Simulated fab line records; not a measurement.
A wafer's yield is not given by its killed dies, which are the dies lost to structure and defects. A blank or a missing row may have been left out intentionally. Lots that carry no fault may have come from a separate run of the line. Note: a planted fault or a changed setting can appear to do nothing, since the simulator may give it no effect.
What tool caused it?	flow nand_harc	Sampling: 24 lots, 72 wafers, 5 of 1159 route steps

WHAT EACH GAUGE READ, for each wafer
NHARC_P_M0_OVL_MEAS_10: pitch 180 nm. Usual: overlay_x_nm 0.2 nm, standard deviation 0.78; overlay_y_nm -0.3 nm, standard deviation 0.84.
lot	measured	on	overlay_x_nm (nm)	overlay_y_nm (nm)	flag
L074	day 6 06:14	overlay-01	-0.3 0.1 0.2	-1.1 -0.7 -1.1	
L075	day 6 05:43	overlay-02	-1.3 -1.2 -1.5	-0.7 -0.5 -0.8	
L077	day 6 15:34	overlay-01	0.1 -0.2 0.1	-0.2 0.1 0.1	
L076	day 6 15:58	overlay-01	0.4 0.1 0.4	0.1 -0.6 0.1	
L078	day 6 16:22	overlay-01	0.8 1.2 0.5	1.0 1.3 1.2	
L079	day 7 03:01	overlay-01	-0.8 -0.8 -1.1	0.1 -0.2 0.5	
L081	day 7 11:26	overlay-02	0.7 0.4 0.1	-0.3 -0.9 -0.2	
L080	day 7 10:51	overlay-02	0.6 0.2 0.2	-0.1 0.1 -0.4	
L082	day 7 23:17	overlay-02	-0.3 -0.6 0.2	-0.6 -0.6 -1.2	
L084	day 8 05:41	overlay-02	-0.9 -1.2 -1.0	-1.3 -1.8 -1.5	
L083	day 8 16:10	overlay-01	0.7 0.7 1.2	-0.6 0.2 0.1	
L085	day 9 03:52	overlay-01	0.6 0.9 0.3	1.1 1.1 1.7	
L086	day 9 03:08	overlay-02	-0.1 0.8 0.1	-0.4 -1.0 -1.1	
L087	day 9 02:52	overlay-01	-0.1 0.4 -0.1	-0.4 -0.6 -0.9	
L088	day 9 02:42	overlay-02	0.1 0.1 0.2	-1.6 -1.6 -1.7	
L090	day 10 02:10	overlay-01	0.5 0.9 0.8	-0.5 -0.1 0.2	
L089	day 10 01:37	overlay-01	0.7 0.8 0.7	-0.2 -0.4 -0.1	
L091	day 10 02:49	overlay-01	2.3 2.2 2.2	0.8 0.1 1.1	
L093	day 10 09:32	overlay-01	-0.2 -0.2 0.3	0.6 0.3 0.2	
L092	day 10 10:27	overlay-02	0.1 -0.1 0.2	-0.9 -1.3 -1.1	
L094	day 10 17:41	overlay-02	-0.1 0.1 0.1	0.8 1.1 1.4	
L095	day 10 22:49	overlay-01	0.4 0.4 0.1	-0.8 -0.9 -1.2	
L096	day 11 08:48	overlay-02	0.1 0.4 0.5	-0.7 -1.0 -0.9	
L097	day 11 12:53	overlay-01	-0.5 -0.8 -0.5	0.4 0.5 0.8	

EACH LOT AND THE TOOL THAT RAN IT (in order: tool; ch and the chambers of the sampled wafers; start)
lot	NHARC_P_STI_CMP_21	NHARC_P_GATE_STRIP_75	NHARC_P_CONTACT_ETCH_36	NHARC_P_CONTACT_ALD_22
L074	cmp-02 ch 2,3, day 3 11:33	plasma_asher-02 ch 0,1, day 5 09:10	rie_diel-09 ch 0,2,3, day 5 19:22 or earlier	ald_metal-04 ch 2,3, day 5 19:22
L075	cmp-01 ch 0,1,2, day 3 11:38	plasma_asher-02 ch 0,1, day 5 08:47	rie_diel-02 ch 0,1, day 5 18:50 or earlier	ald_metal-01 ch 1,2, day 5 18:50
L077	cmp-03 ch 1,2,3, day 3 23:38	plasma_asher-01 ch 0,1, day 5 22:55	rie_diel-09 ch 1,3, day 6 08:23 or earlier	ald_metal-02 ch 0,2,3, day 6 08:23
L076	cmp-01 ch 0,2,3, day 3 23:38	plasma_asher-01 ch 0,1, day 5 23:49	rie_diel-02 ch 0,2, day 6 09:31 or earlier	ald_metal-01 ch 1,3, day 6 09:31
L078	cmp-03 ch 0,2,3, day 4 08:16	plasma_asher-02 ch 0,1, day 6 03:28	rie_diel-02 ch 0,2,3, day 6 12:58 or earlier	ald_metal-04 ch 1,2, day 6 12:58
L079	cmp-01 ch 1,2, day 4 15:11	plasma_asher-01 ch 0,1, day 6 13:45	rie_diel-02 ch 0,2,3, day 6 23:12 or earlier	ald_metal-02 ch 0,2,3, day 6 23:12
L081	cmp-03 ch 0,1, day 5 00:07	plasma_asher-01 ch 0,1, day 6 23:34	rie_diel-09 ch 0,1,3, day 7 09:04 or earlier	ald_metal-04 ch 1,2, day 7 09:04
L080	cmp-01 ch 0,2,3, day 5 00:08	plasma_asher-01 ch 0,1, day 6 23:11	rie_diel-09 ch 0,2,3, day 7 08:34 or earlier	ald_metal-02 ch 0,2,3, day 7 08:34
L082	cmp-03 ch 0,2,3, day 5 09:30	plasma_asher-01 ch 0,1, day 7 11:38	rie_diel-02 ch 1,3, day 7 20:59 or earlier	ald_metal-01 ch 2,3, day 7 20:59
L084	cmp-01 ch 1,2, day 5 18:29	plasma_asher-02 ch 0,1, day 7 17:36	rie_diel-02 ch 0,1,3, day 8 03:08 or earlier	ald_metal-04 ch 0,2,3, day 8 03:08
L083	cmp-02 ch 0,1,3, day 5 18:32	plasma_asher-02 ch 0,1, day 7 18:14	rie_diel-09 ch 0,2,3, day 8 08:34 or earlier	ald_metal-02 ch 0,1, day 8 08:34
L085	cmp-01 ch 2,3, day 6 14:14	plasma_asher-01 ch 0,1, day 8 16:24	rie_diel-02 ch 1,2,3, day 9 01:47 or earlier	ald_metal-04 ch 1,2,3, day 9 01:47
L086	cmp-02 ch 1,2,3, day 6 14:14	plasma_asher-01 ch 0,1, day 8 10:27	rie_diel-09 ch 0,1,2, day 8 20:47 or earlier	ald_metal-01 ch 0,2,3, day 8 20:47
L087	cmp-03 ch 2,3, day 6 14:14	plasma_asher-01 ch 0,1, day 8 10:04	rie_diel-09 ch 0,2,3, day 8 20:38 or earlier	ald_metal-01 ch 0,2,3, day 8 20:38
L088	cmp-03 ch 2,3, day 6 14:25	plasma_asher-01 ch 0,1, day 8 11:08	rie_diel-05 ch 1,2,3, day 8 20:48 or earlier	ald_metal-04 ch 0,2,3, day 8 20:48
L090	cmp-01 ch 0,3, day 7 08:09	plasma_asher-01 ch 1, day 9 06:32	rie_diel-02 ch 0,3, day 9 15:46 or earlier	ald_metal-01 ch 0,2,3, day 9 15:46
L089	cmp-03 ch 0,2,3, day 7 08:17	plasma_asher-01 ch 0,1, day 9 05:48	rie_diel-09 ch 1,2,3, day 9 15:19 or earlier	ald_metal-04 ch 1,2,3, day 9 15:19
L091	cmp-01 ch 1,2, day 7 12:32	plasma_asher-02 ch 0,1, day 9 12:24	rie_diel-09 ch 0,1, day 9 21:41 or earlier	ald_metal-02 ch 1,2,3, day 9 21:41
L093	cmp-03 ch 0,2,3, day 7 21:12	plasma_asher-01 ch 0,1, day 9 21:20	rie_diel-05 ch 1,2,3, day 10 07:24 or earlier	ald_metal-01 ch 0,1,3, day 10 07:24
L092	cmp-01 ch 0,1,3, day 7 21:14	plasma_asher-02 ch 1, day 9 22:04	rie_diel-09 ch 2,3, day 10 08:11 or earlier	ald_metal-02 ch 0,3, day 10 08:11
L094	cmp-01 ch 1,3, day 8 05:41	plasma_asher-02 ch 0,1, day 10 05:40	rie_diel-09 ch 2,3, day 10 15:10 or earlier	ald_metal-01 ch 0,2, day 10 15:10
L095	cmp-02 ch 0,2, day 8 12:17	plasma_asher-01 ch 0, day 10 10:04	rie_diel-02 ch 2,3, day 10 19:59 or earlier	ald_metal-01 ch 0,1,2, day 10 19:59
L096	cmp-02 ch 1,2,3, day 8 19:08	plasma_asher-02 ch 1, day 10 20:30	rie_diel-09 ch 0,2,3, day 11 06:28 or earlier	ald_metal-01 ch 0,3, day 11 06:28
L097	cmp-01 ch 0,1,2, day 9 02:55	plasma_asher-02 ch 0,1, day 11 00:33	rie_diel-09 ch 0,1, day 11 10:25 or earlier	ald_metal-02 ch 0,1,2, day 11 10:25
- NHARC_P_STI_CMP_21: polishes, t overpolish 20 s, target thk 380.67 nm.
- NHARC_P_GATE_STRIP_75: strips in O2.
- NHARC_P_CONTACT_ETCH_36: etches the open film in N2/H2, target depth 260 nm, time 406.25 s.
- NHARC_P_CONTACT_ALD_22: deposits TiN, target thk 3 nm, pulse time 1 s, ald cycles 150.

WHAT THE TOOLS THEMSELVES READ (means of the sampled wafers that have a number; where no wafer has one, the mark that the record gives instead)
NHARC_P_STI_CMP_21. Usual: motor_current_A 12.4 A, standard deviation 1.4; overpolish_run_s 20.001 s, standard deviation 0.0092.
lot	tool	motor_current_A (A)	overpolish_run_s (s)	flag
L074	cmp-02	13.0	19.996	
L075	cmp-01	11.9	19.995	
L077	cmp-03	13.0	19.994	
L076	cmp-01	11.2	20.008	
L078	cmp-03	12.7	20.004	
L079	cmp-01	12.0	20.008	
L081	cmp-03	13.1	20.001	
L080	cmp-01	11.1	19.999	
L082	cmp-03	13.1	19.997	
L084	cmp-01	11.9	19.997	
L083	cmp-02	13.3	19.999	
L085	cmp-01	11.4	19.998	
L086	cmp-02	12.8	19.995	
L087	cmp-03	12.6	19.994	
L088	cmp-03	13.6	20.004	
L090	cmp-01	10.8	20.005	
L089	cmp-03	12.8	20.004	
L091	cmp-01	11.9	20.006	
L093	cmp-03	13.1	19.997	
L092	cmp-01	11.3	19.998	
L094	cmp-01	12.0	19.996	
L095	cmp-02	13.1	20.007	
L096	cmp-02	13.1	19.994	
L097	cmp-01	12.0	20.000	

NHARC_P_GATE_STRIP_75. Usual: drypump_motor_current_A 6.0 A, standard deviation 0.31; heater_power_w 315 W, standard deviation 9.6.
lot	tool	drypump_motor_current_A (A)	heater_power_w (W)	flag
L074	plasma_asher-02	6.2	313	
L075	plasma_asher-02	6.4	308	
L077	plasma_asher-01	5.8	323	
L076	plasma_asher-01	5.8	324	
L078	plasma_asher-02	6.2	308	
L079	plasma_asher-01	5.8	319	
L081	plasma_asher-01	5.8	323	
L080	plasma_asher-01	5.8	321	
L082	plasma_asher-01	5.8	322	
L084	plasma_asher-02	6.2	310	
L083	plasma_asher-02	6.4	310	
L085	plasma_asher-01	5.8	318	
L086	plasma_asher-01	5.8	320	
L087	plasma_asher-01	5.8	322	
L088	plasma_asher-01	5.8	322	
L090	plasma_asher-01	5.8	316	
L089	plasma_asher-01	5.8	322	
L091	plasma_asher-02	6.2	301	
L093	plasma_asher-01	5.8	325	
L092	plasma_asher-02	6.6	302	
L094	plasma_asher-02	6.4	303	
L095	plasma_asher-01	5.9	324	
L096	plasma_asher-02	6.6	303	
L097	plasma_asher-02	6.2	303	

NHARC_P_CONTACT_ETCH_36. Usual: drypump_motor_current_A 5.7 A, standard deviation 0.37; oes_product_au 1.004 a.u., standard deviation 0.007; rf_vpp_V 430.3 V, standard deviation 2.8; showerhead_plenum_p_Torr 2.03 Torr, standard deviation 0.1; throttle_valve_pct 14.170 %, standard deviation 0.0085.
lot	tool	drypump_motor_current_A (A)	oes_product_au (a.u.)	rf_vpp_V (V)	showerhead_plenum_p_Torr (Torr)	throttle_valve_pct (%)	flag
L074	rie_diel-09	5.9	1.004	430.4	2.06	14.172	
L075	rie_diel-02	5.6	0.998	429.3	2.00	14.170	
L077	rie_diel-09	5.8	1.003	434.5	2.19	14.167	
L076	rie_diel-02	5.3	1.001	427.1	1.92	14.180	
L078	rie_diel-02	5.5	1.014	427.8	1.95	14.165	
L079	rie_diel-02	5.5	1.002	429.0	1.95	14.172	
L081	rie_diel-09	5.7	1.011	430.7	2.09	14.176	
L080	rie_diel-09	5.9	0.999	431.2	2.06	14.172	
L082	rie_diel-02	5.9	1.009	429.3	1.99	14.173	
L084	rie_diel-02	5.7	1.006	429.0	1.98	14.163	
L083	rie_diel-09	5.9	1.008	431.0	2.06	14.166	
L085	rie_diel-02	5.7	1.001	429.6	1.96	14.174	
L086	rie_diel-09	5.5	1.002	429.6	2.04	14.170	
L087	rie_diel-09	5.9	1.003	431.4	2.06	14.172	
L088	rie_diel-05	5.8	1.001	431.1	2.03	14.171	
L090	rie_diel-02	5.4	0.993	428.5	1.97	14.172	
L089	rie_diel-09	5.6	0.994	433.0	2.13	14.160	
L091	rie_diel-09	5.5	1.006	429.3	2.00	14.171	
L093	rie_diel-05	5.8	1.003	430.0	2.03	14.161	
L092	rie_diel-09	6.1	1.005	433.3	2.15	14.169	
L094	rie_diel-09	5.9	1.004	432.6	2.09	14.178	
L095	rie_diel-02	5.7	1.005	427.8	1.95	14.170	
L096	rie_diel-09	5.9	1.004	430.4	2.06	14.166	
L097	rie_diel-09	5.5	1.014	429.9	2.00	14.174	

NHARC_P_CONTACT_ALD_22. Usual: heater_power_w 1011 W, standard deviation 110; precursor_pulse_height_rel 1.000, standard deviation 0.018.
lot	tool	heater_power_w (W)	precursor_pulse_height_rel	flag
L074	ald_metal-04	1066	0.999	
L075	ald_metal-01	978	1.003	
L077	ald_metal-02	947	1.018	
L076	ald_metal-01	966	1.016	
L078	ald_metal-04	1024	0.993	
L079	ald_metal-02	957	1.001	
L081	ald_metal-04	1035	0.994	
L080	ald_metal-02	954	0.996	
L082	ald_metal-01	1018	0.999	
L084	ald_metal-04	1111	0.997	
L083	ald_metal-02	1229	0.993	
L085	ald_metal-04	1061	1.005	
L086	ald_metal-01	956	0.992	
L087	ald_metal-01	964	1.010	
L088	ald_metal-04	1105	1.004	
L090	ald_metal-01	965	1.001	
L089	ald_metal-04	1065	1.010	
L091	ald_metal-02	1034	0.998	
L093	ald_metal-01	946	1.007	
L092	ald_metal-02	971	0.996	
L094	ald_metal-01	964	0.987	
L095	ald_metal-01	918	1.018	
L096	ald_metal-01	923	0.998	
L097	ald_metal-02	1088	0.986	

THE ANSWER, worked out from the rows above alone
Rule: a lot counts as off when the mean over its wafers that have a number is more than 3 standard deviations away from the usual mean. A lot without any number at a reading at which 4 lots or more have one is off too. Any other lot the step has rows for is counted as sound. After the gauges, taken in route order, come the tools' own readings; for these a lot's mean is taken, as printed above. The first step at which some lot is off is used, and at that step the reading that is off furthest; a lot without a number counts as furthest.
Across all readings shown, no lot is off: no conclusion can be drawn from this.

WHAT THE SIMULATOR HAD INSERTED
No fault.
